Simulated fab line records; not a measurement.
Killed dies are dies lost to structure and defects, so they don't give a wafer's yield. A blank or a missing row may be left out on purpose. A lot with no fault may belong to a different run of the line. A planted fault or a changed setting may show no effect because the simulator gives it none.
A lot that was struck, set against a sound lot + flow n5Finfet + 14 out of 1938 route steps
Sound: these wafers, L827.3, L827.5, L827.6. Struck: wafer L831.4. (L831.2, L831.5 of the same lot were not struck and are left out.) The cause comes at the end.
Each step with rows lists, per side, the tool, then ch with its chambers, then its first start. Under that, the readings that differ: sound wafers + struck wafers + difference of the means + sigmas: that difference in standard deviations of wafers without a fault.
alike: readings whose means differ by less than 2 such deviations, and words and numbers that are the same on both sides. not compared: withheld readings, readings that some wafer has no value for, bounds like >300 that may hide the same value, and numbers for which the record gives no deviation and whose values overlap.
A row with sigmas, a row that says differs or no value, or rows on one side alone: a step with any of these is where the two part. Numbers that have no deviation but don't overlap get no sigmas and don't part them. Lack of a reading on every wafer of one side parts them only where that side has two or more wafers.

first, 1 step without rows for these wafers: N5_SDB_STRIP_19 (strips in N2/H2).
N5_SDB_STRIP_21: strips in CF4.
  sound on rieDiel-01 ch 1,2,3, day 7 14:50; struck on rieDiel-01 ch 3, day 8 11:52
  alike: drypumpMotorCurrentA, oesProductAu, rfVppV, showerheadPlenumPTorr, throttleValvePct
  not compared: rfHoursCounterH
then, 1 step without rows for these wafers: N5_SDB_HM_OPEN_20 (chemistry CH3F/O2, target SiNx, stops on poly-Si, target depth 24 nm).
N5_SDB_STRIP_22: strips in N2/H2.
  sound on plasmaAsher-02 ch 0,1, day 7 14:59; struck on plasmaAsher-02 ch 0, day 8 11:58
  alike: drypumpMotorCurrentA, heaterPowerW, n2FlowSccm, oesProductAu, stripTimeToEndpointS
  not compared: rfHoursCounterH
then, 2 steps without rows for these wafers: N5_SDB_PRECLEAN_23 (cleans in dHF, time 30 s); N5_SDB_DUMMY_REMOVE_24 (chemistry TMAH, target poly-Si, stops on SiO2, target depth 142 nm, time 57 s, rinse time 30 s).
N5_SDB_ETCH_25: etches SiO2 in C4F6/O2, target depth 10 nm, time 3.3 s.
  sound on rieDiel-01 ch 1,2, day 7 15:20; struck on rieDiel-06 ch 1, day 8 12:28
  alike: C4F6_flow_sccm, biasW, drypumpMotorCurrentA, oes_o_777_au, oesProductAu, rfVppV, showerheadPlenumPTorr, throttleValvePct
  not compared: rfHoursCounterH
N5_SDB_CUT_ETCH_26: etches Si in HBr/Cl2/O2, target depth 129.6 nm, bt time 20 s, time 51.8 s.
  sound on rieSi-06 ch 0,1, day 7 15:25; struck on rieSi-06 ch 2, day 8 12:34
| reading              | sound          | struck | difference | sigmas |
|----------------------|----------------|--------|------------|--------|
| throttleValvePct (%) | 36.9 36.9 36.9 | 37.6   | +0.7       | +2     |
  alike: drypumpMotorCurrentA, oes_o_777_au, oesProductAu
  not compared: biasW, rfHoursCounterH
then, 3 steps without rows for these wafers: N5_SDB_PRECLEAN_38 (cleans in dHF, time 10 s); N5_SDB_PRECLEAN_39 (cleans in O3/DIW, time 45 s); N5_SDB_SRD_28 (time 30 s).
N5_SDB_ALD_29: deposits SiNx, target thk 30 nm, pulse time 1 s, ald cycles 600.
  sound on aldSin-02 ch 0,2,3, day 7 16:02; struck on aldSin-03 ch 2, day 8 12:48
  alike: chamberPressureTorr, heaterPowerW, precursorPulseHeightRel
N5_SDB_CMP_30: polishes, stops on poly-Si, t overpolish 1.54 s, target thk 30 nm.
  sound on cmp-03 ch 1,2, day 7 18:46; struck on cmp-03 ch 0, day 8 15:32
| reading               | sound             | struck | difference | sigmas      |
|-----------------------|-------------------|--------|------------|-------------|
| headPressurePsi (psi) | 4.149 4.141 4.150 | 3.014  | -1.133     | -99 or more |
| motorCurrentA (A)     | 12.3 13.0 14.7    | 9.2    | -4.1       | -4          |
| timeToEndpointS (s)   | 19.1 17.0 20.2    | 26.6   | +7.8       | +3          |
  alike: overpolishRunS, slurryFlowMlMin
N5_SDB_THK_MEAS_31:
  sound on filmMetro-02 at day 7 19:04; struck on filmMetro-01 at day 8 15:50
  alike: SDB_THK

== WHERE THEY PART ==
Last at N5_SDB_CMP_30 as far as this record goes, first at N5_SDB_CUT_ETCH_26. Later steps at which nothing parts them and some readings are alike: N5_SDB_THK_MEAS_31.

WHY: what the simulator had put in
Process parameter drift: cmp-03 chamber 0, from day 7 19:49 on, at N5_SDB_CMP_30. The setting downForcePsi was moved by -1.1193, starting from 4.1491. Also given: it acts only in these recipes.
